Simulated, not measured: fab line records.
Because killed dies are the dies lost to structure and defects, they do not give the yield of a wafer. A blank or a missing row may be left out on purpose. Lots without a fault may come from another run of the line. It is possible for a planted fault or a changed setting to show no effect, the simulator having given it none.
Matching of chambers ; flow n5Finfet ; 4 sister chambers for N5_BEOL_M8_VIA_ETCH_34 on rieDiel-01
The step etches SiCOH lowk in C4F6/O2, target depth 125.5 nm, time 50.5 s. 4 wafers are shown with their chamber, then 8 later ones without.

== WAFERS WITH THEIR CHAMBER ==
wafer;chamber;throttleValvePct (%)
L082.6;3;20.5
L085.2;2;21.3
L085.3;0;21.3
L092.1;1;20.9

== WAFERS WITH NO CHAMBER GIVEN ==
wafer;throttleValvePct (%)
L092.2;21.3
L092.6;20.9
L094.1;21.0
L094.2;20.6
L094.5;20.9
L096.2;20.6
L096.4;21.3
L096.5;20.9

== EACH ONE'S CHAMBER ==
wafer;from the rows above;in truth
L092.2;can't be placed: 0 or 2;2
L092.6;1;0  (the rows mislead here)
L094.1;1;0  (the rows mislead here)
L094.2;3;3
L094.5;1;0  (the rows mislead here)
L096.2;3;3
L096.4;can't be placed: 0 or 2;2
L096.5;1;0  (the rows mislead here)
Correctly placed: 2 of 8. Not placeable from these rows: 2 (in 2, the candidates include the true chamber). Placed wrongly: 4.
How it was worked out, from the rows above alone: a wafer's distance from a chamber is the root of the sum, over the readings, of the square of ((its reading less the chamber's mean) divided by the reading's scatter). If the next closest chamber is less than 2 further off than the closest, the wafer can't be placed; otherwise it belongs to the closest. A chamber's mean is the mean of its shown wafers. The scatter (one wafer shown for each chamber): square how far every hidden wafer sits from the nearest shown wafer, average those squares and take the square root.
